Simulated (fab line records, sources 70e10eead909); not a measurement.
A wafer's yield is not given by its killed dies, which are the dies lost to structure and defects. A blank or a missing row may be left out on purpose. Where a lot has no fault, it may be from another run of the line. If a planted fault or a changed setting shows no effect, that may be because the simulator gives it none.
fab line records	flow nandHarc
record lots=5	wafers=15	lastDay=33
route steps=1302 shown P_ZERO_WELL@14
lots untouched by any fault: they come from a run of this same line in which no faults occurred
startH: the number of hours between the record's first day and the start of the first shown wafer of the lot	waitH: time in hours since the lot's previous step	" the same as in the row above	L1.1+2: several wafers, shown together as one row	- no value, or no start given	* or withheld: withheld	< > ~ a bound
route shown NAME@n: a module of which the file shows steps, and the number in the route of the first	usual: average and standard deviation across the fault-free wafers	same: alike in all rows	chamber/n: place in a boat	sites: per-site readings	_std_site: the values' standard deviation	_edge_site: inner sites' mean taken away from outer sites' mean	radiusMm: for every site, how far away it sits from the centre of the wafer	mask NAME#n: copy n	behind: tool/chamber where the wafer was last shaped	hold: what put the lot on hold/how long, in hours/how the hold closed	device: the transistor (n, p or np) that didn't switch	end of line: the route-end tests of the same wafers	a step given without rows: its recipe and nothing more	killed: the dies lost at the first sort to structure and to defects; this is not the yield of the wafer	map: per-die view of a wafer (x killed, . not killed, _ where there is no die)
set.NAME: the setting as run; set.NAME@STEP: as run at that earlier step	model.NAME: the simulator's own value behind a step, which no gauge read
lots seen at some steps along the route; tables by step, rows by wafer
services: a tool's chamber out of use, with start hour (startH, from the record's first day; less than 0 if before it), hours out, and reason
## steps
# step NHARC_P_ZERO_WELL_CD_MEAS_11
# recipe targetCdNm=500	landingEnergyEv=500
# usual cdNm=499.7/1.9
# same landingEnergyEv=500
lot.wafer	tool	chamber	startH	waitH	cdNm
L582.1	cdSem-03	0	51.24	-	498.2
L582.3	"	0	"	"	498.6
L582.5	"	0	"	"	497.2
L587.1	cdSem-03	0	101.12	-	502.1
L587.3	"	0	"	"	502.6
L587.6	"	0	"	"	501.4
L597.1	cdSem-02	0	201.12	-	500.0
L597.2	"	0	"	"	497.8
L597.6	"	0	"	"	500.5
L601.1	cdSem-03	0	241.24	-	501.5
L601.3	"	0	"	"	502.2
L601.6	"	0	"	"	502.1
L602.2	cdSem-01	0	251.25	-	498.7
L602.4	"	0	"	"	498.7
L602.6	"	0	"	"	500.7
# step NHARC_P_ZERO_WELL_HARDBAKE_12
# recipe tempC=118	timeS=65
# step NHARC_P_ZERO_WELL_DESCUM_13
# recipe timeS=3	o2FlowSccm=200	arFlowSccm=0	biasPowerW=0	chemistry=O2
# usual drypumpMotorCurrentA=5.9/0.41	oesProductAu=1.005/0.011	rfVppV=57.9/0.87	showerheadPlenumPTorr=1.91/0.07	throttleValvePct=11.312/0.0089
lot.wafer	tool	chamber	startH	waitH	drypumpMotorCurrentA	oesProductAu	rfHoursCounterH	rfVppV	showerheadPlenumPTorr	throttleValvePct
L582.3	rieDiel-11	2	51.40	-	5.5	1.005	45	57.8	1.87	11.300
L582.1	"	3	"	"	6.3	1.004	46	57.2	2.01	11.318
L582.5	"	1	"	"	6.4	0.998	-	58.8	1.99	11.308
L587.3	rieDiel-07	3	101.31	-	6.0	1.010	52	57.6	1.91	11.307
L587.1	"	1	"	"	6.3	1.006	53	56.9	1.95	11.298
L587.6	"	2	"	"	5.8	0.987	-	58.5	1.82	11.301
L597.1	rieDiel-10	2	201.30	-	5.5	1.017	42	57.9	1.80	11.306
L597.2	"	3	"	"	6.2	1.020	39	59.6	1.96	11.292
L597.6	"	1	"	"	6.1	1.007	-	57.2	1.88	11.310
L601.3	rieDiel-07	1	241.41	-	6.3	0.997	31	58.2	1.94	11.328
L601.1	"	3	"	"	6.0	1.023	33	58.3	1.90	11.301
L601.6	"	1	"	"	6.3	0.992	-	57.9	1.94	11.311
L602.2	rieDiel-11	2	251.40	-	5.5	1.007	57	58.2	1.85	11.311
L602.4	"	0	"	"	5.3	1.006	61	58.3	2.06	11.319
L602.6	"	3	"	"	6.3	1.009	-	57.9	1.99	11.292
# step NHARC_P_ZERO_WELL_ETCH_65
# recipe targetDepthA=800	overetchA=240	timeS=87.88	ionEnergyEv=200	n2FlowSccm=150	h2FlowSccm=150	arFlowSccm=0	rfW=400	biasW=150	chemistry=N2/H2
# usual biasW=150.1/0.45	drypumpMotorCurrentA=5.9/0.42	n2FlowSccm=150.0/0.45	oesProductAu=1.005/0.012	rfVppV=430.4/2.2	showerheadPlenumPTorr=2.04/0.079	throttleValvePct=14.170/0.0097
lot.wafer	tool	chamber	startH	waitH	biasW	drypumpMotorCurrentA	n2FlowSccm	oesProductAu	rfHoursCounterH	rfVppV	showerheadPlenumPTorr	throttleValvePct
L582.3	rieDiel-11	1	51.49	0.1	150.2	6.4	149.8	1.005	46	432.4	2.13	14.176
L582.1	"	3	"	"	150.5	6.3	150.3	1.001	46	433.9	2.14	14.162
L582.5	"	0	"	"	150.3	5.3	149.1	0.995	-	426.6	1.89	14.178
L587.3	rieDiel-07	3	101.40	0.1	149.6	6.0	150.1	0.992	52	429.2	2.04	14.180
L587.1	"	0	"	"	149.8	5.1	150.6	1.013	53	430.4	2.02	14.166
L587.6	"	1	"	"	150.4	6.3	149.7	0.983	-	431.4	2.08	14.163
L597.2	rieDiel-10	1	201.68	0.4	150.4	6.1	149.9	1.005	40	430.6	2.00	14.174
L597.1	"	2	"	"	150.5	5.5	149.4	1.015	43	426.7	1.91	14.178
L597.6	"	3	"	"	149.7	6.1	149.8	1.022	-	431.3	2.09	14.174
L601.1	rieDiel-07	2	241.49	0.1	150.5	5.7	149.6	0.989	34	427.1	1.92	14.161
L601.3	"	0	"	"	150.7	5.1	149.5	1.001	34	431.2	2.01	14.164
L601.6	"	1	"	"	150.0	6.3	149.7	1.000	-	432.5	2.07	14.162
L602.4	rieDiel-11	1	251.49	0.1	150.5	6.4	149.6	1.003	65	432.0	2.10	14.188
L602.2	"	3	"	"	150.1	6.3	150.2	1.012	54	433.1	2.12	14.161
L602.6	"	0	"	"	150.3	5.3	150.5	1.005	-	434.5	2.20	14.171
# step NHARC_P_ZERO_WELL_ETCH_62
# recipe targetDepthA=130	timeS=6.5	chf3FlowSccm=50	arFlowSccm=200	rfW=500	biasW=200	chemistry=CHF3/Ar
# usual biasW=200.0/0.61	drypumpMotorCurrentA=5.9/0.42	oesProductAu=0.968/0.015	rfVppV=370.5/2.1	showerheadPlenumPTorr=2.34/0.087	throttleValvePct=20.218/0.0087
lot.wafer	tool	chamber	startH	waitH	biasW	drypumpMotorCurrentA	oesProductAu	rfHoursCounterH	rfVppV	showerheadPlenumPTorr	throttleValvePct
L582.3	rieDiel-11	3	-	-	200.4	6.3	0.960	46	374.4	2.45	20.215
L582.1	"	1	"	"	199.2	6.4	0.965	46	371.5	2.44	20.230
L582.5	"	2	"	"	199.7	5.6	0.965	-	370.4	2.29	20.215
L587.1	rieDiel-07	3	-	-	199.7	6.0	0.966	52	370.8	2.34	20.221
L587.3	"	1	"	"	200.1	6.3	0.974	53	373.1	2.39	20.228
L587.6	"	3	"	"	199.0	6.0	0.965	-	369.6	2.34	20.222
L597.2	rieDiel-10	0	-	-	199.3	6.3	0.942	37	370.2	2.34	20.207
L597.1	"	1	"	"	199.4	6.1	0.954	40	370.1	2.30	20.230
L597.6	"	1	"	"	200.0	6.1	0.960	-	369.2	2.30	20.214
L601.1	rieDiel-07	2	-	-	199.6	5.7	0.965	34	367.9	2.22	20.225
L601.3	"	1	"	"	199.9	6.3	0.949	31	370.7	2.37	20.223
L601.6	"	2	"	"	200.1	5.7	0.943	-	368.0	2.22	20.210
L602.4	rieDiel-11	0	-	-	199.0	5.3	0.985	61	373.0	2.51	20.204
L602.2	"	3	"	"	200.8	6.3	0.957	54	371.3	2.43	20.213
L602.6	"	0	"	"	200.0	5.3	0.986	-	375.2	2.51	20.215
# step NHARC_P_ZERO_WELL_ETCH_63
# recipe targetDepthA=1200	timeS=40.1	hbrFlowSccm=150	cl2FlowSccm=50	rfW=400	icpW=400	biasW=100	chemistry=HBr/Cl2
# usual biasW=99.97/0.3	drypumpMotorCurrentA=5.6/0.44	oesProductAu=0.999/0.011	throttleValvePct=26.405/0.0093
lot.wafer	tool	chamber	startH	waitH	biasW	drypumpMotorCurrentA	oesProductAu	rfHoursCounterH	throttleValvePct
L582.3	rieSi-02	3	51.68	-	100.11	6.2	0.999	0.8	26.399
L582.1	"	0	"	"	100.12	5.3	0.995	0.8	26.404
L582.5	"	2	"	"	99.83	5.1	0.992	-	26.417
L587.3	rieSi-03	0	101.57	-	99.84	5.0	1.013	0.3	26.402
L587.1	"	1	"	"	100.00	5.8	1.005	0.3	26.425
L587.6	"	3	"	"	100.09	6.2	1.007	-	26.407
L597.1	rieSi-02	1	201.84	-	100.15	5.5	0.978	0.7	26.401
L597.2	"	0	"	"	99.76	5.2	1.000	0.3	26.399
L597.6	"	2	"	"	100.46	5.1	0.987	-	26.393
L601.1	rieSi-02	1	241.68	-	99.00	5.5	0.997	0.9	26.411
L601.3	"	2	"	"	100.37	5.1	0.974	0.9	26.421
L601.6	"	0	"	"	99.75	5.3	1.008	-	26.398
L602.4	rieSi-05	3	251.66	-	100.10	5.7	0.982	0.7	26.405
L602.2	"	2	"	"	99.65	5.6	0.987	0.7	26.401
L602.6	"	3	"	"	99.53	5.7	0.997	-	26.424
# step NHARC_P_ZERO_WELL_STRIP_15
# recipe timeS=900	tempC=130	chemistry=SPM
# step NHARC_P_ZERO_WELL_DEHYDRATE_16
# recipe tempC=150	timeS=120
# step NHARC_P_ZERO_WELL_HMDS_17
# recipe timeS=30
# step NHARC_P_ZERO_WELL_COAT_18
# recipe spinRpm=withheld
# step NHARC_P_ZERO_WELL_SOFTBAKE_19
# recipe tempC=122	timeS=95
# step NHARC_P_ZERO_WELL_EBR_20
# step NHARC_P_ZERO_WELL_EXPOSE_21
# recipe na=0.6	targetCdNm=720	doseMj=22.31	maskId=P_NWELL
lot.wafer	tool	chamber	startH	waitH	mask
L582.1+3+5	krfScanner-02	0	52.30	-	P_NWELL#0
L587.1+3+6	krfScanner-02	0	102.33	-	P_NWELL_R1#0
L597.1+2+6	krfScanner-02	0	202.48	-	P_NWELL#0
L601.1+3+6	krfScanner-03	0	242.43	-	P_NWELL#0
L602.2+4+6	krfScanner-03	0	252.30	-	P_NWELL#0
# step NHARC_P_ZERO_WELL_PEB_22
# recipe pebTempC=118	pebTimeS=85
# step NHARC_P_ZERO_WELL_DEVELOP_23
# recipe timeS=70
# step NHARC_P_ZERO_WELL_CD_MEAS_24
# recipe targetCdNm=720	landingEnergyEv=500
# usual cdNm=719.9/2
# same landingEnergyEv=500
lot.wafer	tool	chamber	startH	waitH	cdNm
L582.1	cdSem-01	0	52.45	-	719.7
L582.3	"	0	"	"	717.8
L582.5	"	0	"	"	719.5
L587.1	cdSem-03	0	102.49	-	686.5
L587.3	"	0	"	"	684.4
L587.6	"	0	"	"	683.2
L597.1	cdSem-03	0	202.64	-	718.8
L597.2	"	0	"	"	720.6
L597.6	"	0	"	"	720.0
L601.1	cdSem-01	0	242.58	-	719.6
L601.3	"	0	"	"	718.7
L601.6	"	0	"	"	717.5
L602.2	cdSem-03	0	252.46	-	720.7
L602.4	"	0	"	"	719.1
L602.6	"	0	"	"	719.9
# step NHARC_P_ZERO_WELL_HARDBAKE_25
# recipe tempC=125	timeS=80
# step NHARC_P_ZERO_WELL_DESCUM_26
# recipe timeS=3	o2FlowSccm=200	arFlowSccm=0	biasPowerW=0	chemistry=O2
# usual drypumpMotorCurrentA=5.8/0.43	oesProductAu=1.003/0.011	rfVppV=57.8/0.88	showerheadPlenumPTorr=1.90/0.071	throttleValvePct=11.311/0.01
lot.wafer	tool	chamber	startH	waitH	drypumpMotorCurrentA	oesProductAu	rfHoursCounterH	rfVppV	showerheadPlenumPTorr	throttleValvePct	model.P_ZERO_WELL.cdNm
L582.3	rieDiel-11	1	52.62	-	6.4	1.011	46	57.6	1.99	11.310	717.4
L582.1	"	2	"	"	5.5	1.008	45	57.4	1.87	11.297	720
L582.5	"	1	"	"	6.4	1.013	-	59.7	1.99	11.316	719.3
L587.3	rieDiel-10	2	102.70	-	5.5	1.012	11	57.2	1.81	11.311	684.7
L587.1	"	3	"	"	6.1	1.017	9	57.6	1.97	11.303	686.7
L587.6	"	2	"	"	5.5	1.013	-	58.1	1.80	11.309	683.1
L597.2	rieDiel-07	2	202.80	-	5.7	0.985	23	57.4	1.81	11.322	721.3
L597.1	"	0	"	"	5.1	0.997	20	56.8	1.89	11.318	718.8
L597.6	"	3	"	"	6.0	1.015	-	58.7	1.90	11.314	719.8
L601.1	rieDiel-07	0	242.77	-	5.1	1.000	34	57.9	1.89	11.302	720.2
L601.3	"	1	"	"	6.3	0.993	31	58.3	1.94	11.322	718.3
L601.6	"	3	"	"	6.0	1.002	-	57.5	1.90	11.322	717.4
L602.2	rieDiel-07	2	252.94	-	5.7	0.978	36	56.2	1.80	11.308	721
L602.4	"	3	"	"	6.0	1.002	35	56.7	1.90	11.311	719.4
L602.6	"	2	"	"	5.7	0.967	-	56.2	1.80	11.298	720.6
# step NHARC_P_ZERO_WELL_IMPLANT_27
# recipe energyKev=600	doseCm2=1e+13	tiltDeg=7
## services
tool	chamber	startH	hours	kind
rieSi-03	-	44.00	9.0	pm
rieDiel-07	0	47.28	-	clean
krfScanner-03	-	52.00	4.0	pm
rieSi-02	3	54.89	3.0	repair
rieDiel-10	-	71.53	9.0	pm
rieSi-02	3	79.13	20.0	repair
rieDiel-11	-	79.93	9.0	pm
krfScanner-02	-	94.00	4.0	pm
rieSi-02	-	100.00	9.0	pm
krfScanner-03	-	107.34	0.8	repair
krfScanner-02	-	112.61	0.4	repair
rieDiel-11	-	117.97	0.4	repair
rieDiel-07	-	118.04	9.0	pm
rieSi-03	0	119.59	8.3	repair
rieSi-05	-	128.00	9.0	pm
rieSi-02	0	143.73	37.5	repair
rieSi-02	1	158.70	1.6	repair
rieSi-02	3	158.91	5.0	repair
krfScanner-03	-	175.77	4.2	repair
rieDiel-10	-	186.86	0.5	repair
rieSi-03	-	221.00	9.0	pm
rieDiel-07	1	221.90	10.4	repair
krfScanner-03	-	224.00	4.0	pm
rieDiel-10	-	248.53	9.0	pm
## key
firstSign step=NHARC_P_ZERO_WELL_EXPOSE_21	reading=mask	direction=changed
effect step=NHARC_P_ZERO_WELL_CD_MEAS_24	reading=cdNm	direction=down	sigmas=18	usual=719.9	struck=684.7
modelEffect step=NHARC_P_ZERO_WELL_DESCUM_26	value=P_ZERO_WELL.cdNm	without=718	struck=684.9
metAt NHARC_P_ZERO_WELL_EXPOSE_21
struckWafers L587.1,L587.3,L587.6
testerLeftOut L587
onsetBetween 52.30 102.33
fault kind=wrongMask	tool=any	chamber=-	onsetH=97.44	steps=NHARC_P_ZERO_WELL_EXPOSE_21	auxCopy=P_NWELL_R1#0	cdOffsetNm=-33.167	scope=struckLotsOnly
# testerLeftOut: of these lots the tester's yield and bins aren't shown, on N5 and GAA mostly nor the transistor test; their killed dies are dies lost to structure and defects alone, not to doping, threshold or leakage, so they don't give the yield
